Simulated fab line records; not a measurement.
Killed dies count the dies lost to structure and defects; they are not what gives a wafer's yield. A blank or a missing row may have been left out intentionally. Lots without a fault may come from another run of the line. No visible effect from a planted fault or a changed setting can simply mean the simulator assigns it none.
fab line records -- flow n5_finfet
record lots=14, wafers=42, last_day=17
route steps=1938 shown SD_EPI_P@311 ILD0@338 BEOL_M4@1111
lots with no fault: from the same line, run without faults
start_h: hours from the record's opening day to when the first of the lot's shown wafers began -- wait_h: how many hours have passed since the lot's step before this one -- " unchanged from the row above -- L1.1+2: a row that stands for several wafers -- - either no value or no given start -- * or withheld: withheld -- < > ~ a bound
route shown NAME@n: names a module that has steps shown in the file, with the first one's number in the route -- usual: mean/standard deviation taken from wafers without a fault -- same: alike in all rows -- chamber/n: place in a boat -- sites: per-site readings -- _std_site: standard deviation across them -- _edge_site: inner sites' mean taken away from outer sites' mean -- radius_mm: for every site, how far away it sits from the centre of the wafer -- mask NAME#n: copy n -- behind: the last tool/chamber to shape the wafer -- hold: why the lot went on hold/how many hours it stayed there/how the hold came to an end -- device: the n, p or np transistor that did not switch -- end of line: tests of these same wafers at the route's end -- step lacking rows: just its recipe -- killed: the dies lost at the first sort to structure and to defects; this is not the yield of the wafer -- map: per-die view of a wafer (x killed, . not killed, _ where there is no die)
set.NAME: setting as actually run; set.NAME@STEP: the setting as run at that earlier step -- model.NAME: the simulator's own value behind a step, which no gauge read
one table for each step of the route and one row for each wafer, over a sample of lots
services: a tool's chamber out of use, with start hour (start_h, from the record's first day; less than 0 if before it), hours out, and reason
## steps
# step N5_SD_EPI_P_ETCH_47
# recipe chemistry=CH3F/O2, target=SiOCN, target_depth_a=250, mask_material=SOC, ion_energy_ev=60, bias_w=29, pressure_mtorr=30, source_w=410, Ar_flow_sccm=150, CH3F_flow_sccm=30, O2_flow_sccm=20
# usual drypump_motor_current_A=5.7/0.56, oes_product_au=0.82/0.097, rf_vpp_V=127.6/1.4, showerhead_plenum_p_Torr=2.05/0.068, throttle_valve_pct=16.2/0.32
lot.wafer,tool,chamber,start_h,wait_h,drypump_motor_current_A,oes_product_au,rf_hours_counter_h,rf_vpp_V,showerhead_plenum_p_Torr,throttle_valve_pct
L567.3,rie_diel-01,0,61.91,0.1,6.7,0.79,132,129.0,2.09,16.2
L567.4,rie_diel-01,3,61.91,0.1,5.7,0.91,-,128.8,1.95,16.0
L567.6,rie_diel-01,0,61.91,0.1,6.6,0.79,-,128.7,2.09,16.2
L568.3,rie_diel-06,0,66.74,0.1,5.0,0.95,11,126.6,2.13,16.0
L568.4,rie_diel-06,3,66.74,0.1,6.1,0.68,240,127.8,2.05,16.1
L568.6,rie_diel-06,1,66.74,0.1,5.9,0.71,-,127.9,2.06,16.5
L570.2,rie_diel-01,1,78.75,0.1,5.0,0.97,1,127.3,2.13,16.1
L570.4,rie_diel-01,0,78.75,0.1,6.7,0.76,-,127.5,2.09,16.2
L570.5,rie_diel-01,2,78.75,0.1,5.4,0.71,-,131.4,2.07,16.4
L573.1,rie_diel-03,3,96.59,0.1,5.8,0.96,3,128.8,2.04,16.1
L573.3,rie_diel-03,1,96.59,0.1,6.0,0.77,158,127.4,2.08,16.4
L573.6,rie_diel-03,1,96.59,0.1,5.9,0.76,-,127.0,2.08,16.4
L574.2,rie_diel-06,1,104.74,0.1,5.9,0.69,251,129.1,2.05,16.5
L574.3,rie_diel-06,0,104.74,0.1,5.0,0.91,22,126.0,2.13,16.1
L574.5,rie_diel-06,0,104.74,0.1,5.0,0.92,-,125.9,2.13,16.1
L575.1,rie_diel-06,1,107.88,0.1,5.9,0.69,252,129.0,2.05,16.5
L575.4,rie_diel-06,1,107.88,0.1,5.9,0.70,-,128.0,2.05,16.5
L575.5,rie_diel-06,2,107.88,0.1,6.4,0.72,-,125.0,1.92,16.8
L576.2,rie_diel-03,2,116.21,0.1,6.0,0.76,170,127.8,2.07,16.3
L576.4,rie_diel-03,2,116.21,0.1,6.0,0.74,-,128.6,2.07,16.3
L576.6,rie_diel-03,0,116.21,0.1,5.3,0.75,-,128.7,2.08,16.0
L579.2,rie_diel-06,2,131.63,0.1,6.4,0.72,187,124.9,1.91,16.8
L579.4,rie_diel-06,2,131.63,0.1,6.4,0.72,-,125.6,1.91,16.8
L579.5,rie_diel-06,0,131.63,0.1,5.0,0.88,-,127.5,2.12,16.1
L580.1,rie_diel-01,3,142.24,0.1,5.7,0.86,49,127.9,1.95,16.0
L580.2,rie_diel-01,0,142.24,0.1,6.7,0.77,157,128.1,2.08,16.3
L580.5,rie_diel-01,2,142.24,0.1,5.4,0.70,-,129.9,2.06,16.5
L581.3,rie_diel-01,1,143.05,0.1,5.0,0.90,20,127.1,2.12,16.1
L581.4,rie_diel-01,3,143.05,0.1,5.7,0.87,49,128.4,1.94,16.0
L581.5,rie_diel-01,3,143.05,0.1,5.7,0.87,-,126.8,1.95,16.0
L585.1,rie_diel-06,0,170.16,0.1,5.0,0.88,45,126.7,2.12,16.1
L585.4,rie_diel-06,2,170.16,0.1,6.4,0.71,199,127.4,1.91,16.9
L585.5,rie_diel-06,0,170.16,0.1,5.0,0.88,-,126.3,2.12,16.1
L586.1,rie_diel-06,0,173.99,0.1,5.0,0.87,47,127.6,2.12,16.1
L586.2,rie_diel-06,1,173.99,0.1,5.9,0.94,12,129.2,2.05,16.0
L586.3,rie_diel-06,3,173.99,0.1,6.2,0.93,20,126.8,2.04,15.7
L587.2,rie_diel-06,0,179.35,0.1,5.0,0.87,48,126.8,2.12,16.1
L587.4,rie_diel-06,0,179.35,0.1,5.0,0.87,-,128.1,2.12,16.1
L587.6,rie_diel-06,3,179.35,0.1,6.1,0.92,-,128.8,2.04,15.7
L589.4,rie_diel-06,1,196.92,0.1,5.9,0.94,18,128.3,2.05,16.0
L589.5,rie_diel-06,0,196.92,0.1,5.0,0.87,-,126.6,2.12,16.1
L589.6,rie_diel-06,3,196.92,0.1,6.2,0.91,-,127.6,2.03,15.7
# step N5_ILD0_CMP_03
# recipe stop_on=SiNx, t_overpolish_s=1.9, post_cmp_clean=alkaline_brush, down_force_psi=4.1491, platen_rpm=51.796, pad_velocity_m_s=1.0306, target_thk_nm=197.38
# usual edge_zone_pressure_frac=1.000/0.0046, head_pressure_psi=4.151/0.0099, motor_current_A=12.4/1.1, overpolish_run_s=1.900/0.0098, time_to_endpoint_s=68.8/2.9
lot.wafer,tool,chamber,start_h,wait_h,edge_zone_pressure_frac,head_pressure_psi,motor_current_A,overpolish_run_s,time_to_endpoint_s
L567.3,cmp-01,1,68.48,0.1,1.005,4.140,11.7,1.891,70.6
L567.4,cmp-01,3,68.48,0.1,0.994,4.182,12.4,1.879,71.8
L567.6,cmp-01,1,68.48,0.1,1.003,4.139,12.0,1.897,69.4
L568.4,cmp-02,0,73.24,0.1,1.014,4.154,13.5,1.893,70.7
L568.3,cmp-02,1,73.24,0.1,0.999,4.154,9.8,1.902,72.2
L568.6,cmp-02,0,73.24,0.1,1.006,4.144,13.1,1.895,67.0
L570.2,cmp-02,3,85.13,0.0,1.001,4.170,14.0,1.917,69.4
L570.4,cmp-02,2,85.13,0.0,0.998,4.149,11.7,1.921,68.7
L570.5,cmp-02,3,85.13,0.0,0.998,4.154,13.0,1.893,68.9
L573.1,cmp-02,3,103.85,0.1,0.997,4.161,13.6,1.908,63.4
L573.3,cmp-02,1,103.85,0.1,0.994,4.156,10.2,1.899,65.9
L573.6,cmp-02,3,103.85,0.1,0.990,4.139,13.8,1.913,67.2
L574.3,cmp-02,0,111.11,0.0,0.998,4.152,13.7,1.889,62.7
L574.2,cmp-02,2,111.11,0.0,1.000,4.154,12.2,1.903,66.0
L574.5,cmp-02,1,111.11,0.0,1.000,4.145,11.1,1.902,65.1
L575.4,cmp-02,2,114.33,0.1,1.001,4.174,11.8,1.903,66.7
L575.1,cmp-02,3,114.33,0.1,0.995,4.160,13.6,1.903,68.9
L575.5,cmp-02,1,114.33,0.1,0.998,4.146,10.5,1.904,66.5
L576.2,cmp-02,2,122.62,0.0,0.999,4.158,12.3,1.883,69.2
L576.4,cmp-02,3,122.62,0.0,0.995,4.141,14.6,1.877,67.0
L576.6,cmp-02,3,122.62,0.0,0.999,4.136,13.6,1.894,67.6
L579.2,cmp-02,2,138.23,0.1,1.000,4.147,12.4,1.906,68.8
L579.4,cmp-02,3,138.23,0.1,1.002,4.150,14.2,1.910,66.8
L579.5,cmp-02,0,138.23,0.1,0.994,4.151,12.9,1.895,67.1
L580.2,cmp-01,1,148.66,0.0,-,-,-,-,-
L580.1,cmp-01,3,148.66,0.0,-,-,-,-,-
L580.5,cmp-01,2,148.66,0.0,-,-,-,-,-
L581.3,cmp-02,1,150.26,0.0,-,-,-,-,-
L581.4,cmp-02,3,150.26,0.0,-,-,-,-,-
L581.5,cmp-02,1,150.26,0.0,-,-,-,-,-
L585.4,cmp-02,3,176.96,0.1,1.001,4.161,13.9,1.887,67.8
L585.1,cmp-02,0,176.96,0.1,0.994,4.140,12.7,1.901,65.7
L585.5,cmp-02,1,176.96,0.1,1.001,4.159,10.6,1.903,66.7
L586.1,cmp-01,2,182.55,0.0,1.003,4.159,12.8,1.903,68.3
L586.2,cmp-01,3,182.55,0.0,0.997,4.142,12.0,1.897,68.1
L586.3,cmp-01,1,182.55,0.0,0.998,4.131,11.7,1.882,67.6
L587.4,cmp-04,3,186.98,0.1,1.001,4.146,12.5,1.914,67.8
L587.2,cmp-04,1,186.98,0.1,1.000,4.155,11.4,1.914,64.8
L587.6,cmp-04,3,186.98,0.1,0.998,4.146,12.8,1.881,67.5
L589.4,cmp-01,3,203.71,0.1,1.005,4.162,12.1,1.913,69.4
L589.5,cmp-01,2,203.71,0.1,1.004,4.165,12.4,1.902,69.6
L589.6,cmp-01,3,203.71,0.1,1.001,4.161,12.2,1.903,71.2
# step N5_ILD0_CMP_12
# recipe stop_on=poly-Si, material=SiNx, t_overpolish_s=6, post_cmp_clean=alkaline_brush, down_force_psi=2.5, platen_rpm=51.8, pad_velocity_m_s=1.0307, target_thk_nm=17.67
# usual edge_zone_pressure_frac=1.000/0.0047, head_pressure_psi=2.500/0.0054, motor_current_A=9.1/0.66, overpolish_run_s=6.000/0.0091, time_to_endpoint_s=28.1/2.1
lot.wafer,tool,chamber,start_h,wait_h,edge_zone_pressure_frac,head_pressure_psi,motor_current_A,overpolish_run_s,time_to_endpoint_s
L567.3,cmp-04,3,71.98,1.1,1.001,2.501,9.0,5.993,28.6
L567.4,cmp-04,2,71.98,1.1,1.002,2.510,9.2,6.000,24.9
L567.6,cmp-04,3,71.98,1.1,0.996,2.502,9.0,5.999,31.3
L568.3,cmp-04,3,76.74,1.1,1.001,2.495,9.4,6.015,31.1
L568.4,cmp-04,0,76.74,1.1,1.005,2.494,9.6,6.016,26.8
L568.6,cmp-04,3,76.74,1.1,0.997,2.489,9.7,6.014,32.0
L570.4,cmp-01,0,89.94,1.2,0.994,2.500,9.2,5.992,27.4
L570.2,cmp-01,1,89.94,1.2,1.002,2.497,8.9,6.002,24.8
L570.5,cmp-01,3,89.94,1.2,0.995,2.494,9.0,6.010,28.6
L573.3,cmp-04,3,107.42,1.2,1.001,2.498,9.3,5.979,30.9
L573.1,cmp-04,0,107.42,1.2,0.999,2.498,9.3,6.003,24.4
L573.6,cmp-04,1,107.42,1.2,0.994,2.505,8.3,6.001,24.5
L574.3,cmp-01,2,114.68,1.2,1.003,2.498,9.2,6.004,27.0
L574.2,cmp-01,3,114.68,1.2,1.006,2.497,9.0,6.006,28.1
L574.5,cmp-01,2,114.68,1.2,0.998,2.497,8.5,6.002,27.6
L575.1,cmp-02,1,117.80,1.1,1.001,2.512,7.6,5.993,30.3
L575.4,cmp-02,0,117.80,1.1,1.001,2.495,10.2,6.004,27.8
L575.5,cmp-02,2,117.80,1.1,1.005,2.495,8.7,5.986,27.6
L576.2,cmp-04,2,126.44,1.1,0.994,2.507,9.1,6.010,25.5
L576.4,cmp-04,3,126.44,1.1,0.997,2.497,9.0,6.005,29.9
L576.6,cmp-04,2,126.44,1.1,0.989,2.502,9.0,6.011,27.5
L579.2,cmp-01,2,141.72,1.2,0.988,2.500,9.5,5.993,26.9
L579.4,cmp-01,3,141.72,1.2,1.003,2.506,9.3,6.002,28.4
L579.5,cmp-01,1,141.72,1.2,0.996,2.500,9.1,5.998,28.9
L580.1,cmp-04,2,152.32,1.1,0.994,2.495,9.1,6.010,30.7
L580.2,cmp-04,0,152.32,1.1,0.997,2.504,9.1,6.021,28.0
L580.5,cmp-04,2,152.32,1.1,1.001,2.499,9.2,5.993,27.6
L581.3,cmp-04,2,153.84,1.2,1.001,2.496,9.1,5.985,26.6
L581.4,cmp-04,0,153.84,1.2,1.008,2.495,9.7,6.006,24.5
L581.5,cmp-04,2,153.84,1.2,0.999,2.496,9.4,5.994,28.2
L585.4,cmp-04,2,180.51,1.1,1.003,2.498,9.2,5.998,25.7
L585.1,cmp-04,1,180.51,1.1,1.006,2.490,8.6,6.017,26.7
L585.5,cmp-04,2,180.51,1.1,1.005,2.495,9.8,6.001,26.1
L586.1,cmp-02,0,187.10,1.1,1.003,2.499,10.3,6.001,30.2
L586.2,cmp-02,1,187.10,1.1,1.008,2.494,7.1,6.022,28.7
L586.3,cmp-02,2,187.10,1.1,1.000,2.502,9.3,5.984,29.5
L587.4,cmp-01,3,190.56,1.1,0.995,2.496,8.5,5.987,28.8
L587.2,cmp-01,2,190.56,1.1,1.004,2.505,8.6,6.004,25.7
L587.6,cmp-01,3,190.56,1.1,0.996,2.501,8.9,6.007,30.8
L589.4,cmp-01,1,207.24,1.2,1.001,2.496,8.6,6.002,28.9
L589.5,cmp-01,0,207.24,1.2,1.001,2.502,9.4,5.996,28.1
L589.6,cmp-01,1,207.24,1.2,0.994,2.499,8.8,6.002,28.3
# step N5_BEOL_M4_RC_MEAS_101
# usual DIBL_N=36.2/1.5, DIBL_P=36.2/1.7, IOFF_N=0.155/0.021, IOFF_P=0.216/0.026, ION_N=674/11, ION_P=464/6.8, SS_N=71.5/0.56, SS_P=73.3/0.6, VT_N=250.2/2.6, VT_P=-249.3/2.5
lot.wafer,tool,chamber,start_h,wait_h,DIBL_N[mV/V],DIBL_P[mV/V],IOFF_N[nA/um],IOFF_P[nA/um],ION_N[uA/um],ION_P[uA/um],SS_N[mV/dec],SS_P[mV/dec],VT_N[mV],VT_P[mV]
L567.3,prober-02,0,176.43,0.3,35.7,35.2,0.148,0.202,676,460,71.5,73.0,251.2,-251.9
L567.4,prober-02,0,176.43,0.3,37.5,37.7,0.183,0.246,674,463,72.8,73.4,250.7,-248.5
L567.6,prober-02,0,176.43,0.3,38.0,37.4,0.186,0.230,674,464,71.8,73.8,249.9,-249.7
L568.3,prober-01,0,178.64,0.3,36.1,36.1,0.164,0.235,669,464,71.8,73.6,247.7,-247.4
L568.4,prober-01,0,178.64,0.3,33.8,33.9,0.140,0.190,677,470,71.4,72.2,251.1,-251.2
L568.6,prober-01,0,178.64,0.3,35.9,36.0,0.167,0.228,660,462,72.2,74.4,247.7,-248.1
L570.2,prober-01,0,191.63,0.2,37.9,35.0,0.143,0.214,660,455,71.5,74.1,253.3,-249.4
L570.4,prober-01,0,191.63,0.2,37.4,34.1,0.141,0.199,654,451,71.2,73.2,253.1,-248.9
L570.5,prober-01,0,191.63,0.2,38.8,36.2,0.162,0.236,656,458,71.5,74.1,249.7,-248.5
L573.1,prober-02,0,202.61,0.0,38.5,38.2,0.196,0.274,668,458,72.3,73.6,248.9,-246.0
L573.3,prober-02,0,202.61,0.0,37.1,37.8,0.172,0.262,672,471,72.3,74.3,248.0,-247.3
L573.6,prober-02,0,202.61,0.0,36.1,36.3,0.163,0.241,688,472,71.6,74.4,246.4,-247.0
L574.2,prober-02,0,210.02,0.2,35.4,36.7,0.134,0.196,662,460,72.2,73.0,256.6,-255.0
L574.3,prober-02,0,210.02,0.2,37.4,39.0,0.172,0.235,674,463,71.9,73.5,252.4,-251.5
L574.5,prober-02,0,210.02,0.2,36.1,38.2,0.152,0.226,676,469,71.8,73.3,253.1,-250.8
L575.1,prober-01,0,217.26,0.0,33.5,34.8,0.125,0.189,662,458,71.1,72.1,253.4,-251.0
L575.4,prober-01,0,217.26,0.0,33.4,33.9,0.124,0.173,663,461,71.0,72.5,252.7,-254.0
L575.5,prober-01,0,217.26,0.0,34.9,35.8,0.144,0.193,662,450,70.9,72.3,252.0,-252.1
L576.2,prober-01,0,228.77,0.2,36.2,35.7,0.160,0.229,659,450,72.8,72.8,250.3,-247.6
L576.4,prober-01,0,228.77,0.2,36.6,35.4,0.160,0.233,665,464,71.9,73.5,251.0,-246.4
L576.6,prober-01,0,228.77,0.2,36.1,35.1,0.150,0.229,661,458,71.8,73.0,251.0,-246.5
L579.2,prober-02,0,247.08,0.2,34.9,34.1,0.136,0.184,666,463,71.4,73.4,250.5,-250.3
L579.4,prober-02,0,247.08,0.2,37.9,36.4,0.192,0.229,694,468,71.6,73.6,244.8,-249.0
L579.5,prober-02,0,247.08,0.2,37.9,37.6,0.188,0.252,679,470,71.8,73.8,246.0,-246.1
L586.1,prober-02,0,286.88,0.0,39.7,38.9,0.181,0.247,675,457,72.4,74.0,249.7,-246.9
L586.2,prober-02,0,286.88,0.0,38.4,37.6,0.163,0.224,681,466,71.9,72.7,249.6,-248.6
L586.3,prober-02,0,286.88,0.0,36.9,35.6,0.139,0.201,684,471,72.0,72.5,251.3,-249.3
L585.1,prober-01,0,287.20,0.0,36.0,35.6,0.143,0.190,676,461,70.2,73.1,248.3,-249.5
L585.4,prober-01,0,287.20,0.0,36.7,35.8,0.140,0.191,659,459,70.9,72.4,250.8,-251.7
L585.5,prober-01,0,287.20,0.0,34.5,33.8,0.109,0.170,665,461,69.9,72.4,254.4,-251.5
L587.2,prober-01,0,303.72,0.2,38.5,37.4,0.169,0.240,682,472,71.6,74.0,249.8,-248.0
L587.4,prober-01,0,303.72,0.2,37.8,36.8,0.157,0.241,660,463,72.0,74.0,250.4,-248.8
L587.6,prober-01,0,303.72,0.2,38.0,36.3,0.160,0.234,666,460,71.7,73.9,249.1,-248.1
L589.4,prober-02,0,310.93,0.5,36.5,37.6,0.158,0.223,681,473,71.0,73.7,249.6,-246.7
L589.5,prober-02,0,310.93,0.5,36.8,37.6,0.148,0.227,655,462,71.7,73.4,254.4,-250.3
L589.6,prober-02,0,310.93,0.5,36.4,38.0,0.161,0.230,679,478,71.5,73.2,250.5,-249.6
## services
tool,chamber,start_h,hours,kind
cmp-04,-,39.35,3.0,repair
cmp-01,-,47.68,3.4,pm
cmp-01,-,58.76,2.9,repair
cmp-02,-,59.91,3.9,pm
rie_diel-01,3,77.93,7.1,repair
rie_diel-06,1,79.16,7.4,repair
rie_diel-06,3,100.98,-,clean
rie_diel-06,3,100.98,-,consumable_replace:focus_ring
cmp-01,-,103.21,0.9,repair
cmp-04,-,103.27,3.5,pm
rie_diel-03,3,110.81,7.3,repair
cmp-04,-,122.19,4.0,pm
cmp-04,-,131.36,2.8,repair
rie_diel-03,0,139.33,1.5,repair
cmp-02,-,140.25,1.0,repair
rie_diel-01,2,145.18,8.5,repair
rie_diel-01,3,163.44,4.6,repair
cmp-01,-,168.70,2.6,repair
rie_diel-06,2,178.70,3.8,repair
cmp-02,-,179.64,2.0,repair
rie_diel-01,0,184.02,9.1,repair
rie_diel-01,2,185.47,12.7,repair
rie_diel-03,3,194.87,4.1,repair
rie_diel-03,3,202.36,63.7,repair
## key
first_sign step=N5_ILD0_CMP_03, reading=tool_record, direction=missing
effect none on later readings
met_at N5_ILD0_CMP_03
struck_lots L580,L581
later_rows_left_out L580.1,L580.2,L580.5,L581.3,L581.4,L581.5
sort_left_out L580.1,L580.2,L580.5,L581.3,L581.4,L581.5
not_acting_at N5_SD_EPI_P_ETCH_47,N5_ILD0_CMP_12
onset_between 138.23 148.66
fault kind=skipped_step_whole, tool=cmp-01,cmp-02, chamber=-, onset_h=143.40, steps=N5_ILD0_CMP_03, scope=struck_lots_only
# sort_left_out: the simulated sort isn't trusted on such a fault, so these wafers' sort isn't shown, and their yield isn't known
# later_rows_left_out: the simulator's readings of these wafers behind a module that went badly wrong aren't trusted and aren't shown, but for the sort
